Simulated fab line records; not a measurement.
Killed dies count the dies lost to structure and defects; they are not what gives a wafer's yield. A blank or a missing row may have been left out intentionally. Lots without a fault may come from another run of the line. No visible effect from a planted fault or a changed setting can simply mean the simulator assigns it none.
Chamber matching | flow n5-finfet | N5_PASSIVATION_STRIP_34 on rie-diel-04: 4 sister chambers
The step strips in O2. 8 wafers are shown with their chamber, then 7 later ones without.

== WAFERS WITH THEIR CHAMBER ==
wafer  | chamber | drypump-motor-current-A (A) | showerhead-plenum-p-Torr (Torr)
L352.5 | 1       | 6.5                         | 2.03
L356.1 | 2       | 5.4                         | 2.09
L356.6 | 0       | 5.1                         | 2.06
L358.1 | 0       | 5.1                         | 2.06
L358.2 | 3       | 5.8                         | 2.20
L358.4 | 1       | 6.5                         | 2.02
L361.1 | 3       | 5.9                         | 2.20
L361.3 | 2       | 5.4                         | 2.09

== WAFERS MISSING THEIR CHAMBER ==
wafer  | drypump-motor-current-A (A) | showerhead-plenum-p-Torr (Torr)
L361.4 | 5.1                         | 2.06
L364.4 | 5.4                         | 2.09
L364.5 | 6.5                         | 2.01
L364.6 | 5.1                         | 2.06
L367.1 | 6.5                         | 2.01
L367.3 | 5.4                         | 2.08
L367.5 | 6.5                         | 2.01

== WHICH CHAMBER EACH ONE RAN IN ==
wafer  | from the rows above | in truth
L361.4 | 0                   | 0
L364.4 | 2                   | 2
L364.5 | 1                   | 1
L364.6 | 0                   | 0
L367.1 | 1                   | 1
L367.3 | 2                   | 2
L367.5 | 1                   | 1
Correct placement for 7 of the 7. Not placeable from these rows: 0. Number placed wrongly: 0.
How it was worked out, from the rows above alone: a wafer's distance from a chamber is the root of the sum, over the readings, of the square of ((its reading less the chamber's mean) divided by the reading's scatter). If the next closest chamber is less than 2 further off than the closest, the wafer can't be placed; otherwise it belongs to the closest. A chamber's mean is the mean of its shown wafers. The scatter is the square root of a quotient: the sum, over the shown wafers, of each reading's squared deviation from its chamber's mean, divided by wafers minus chambers.
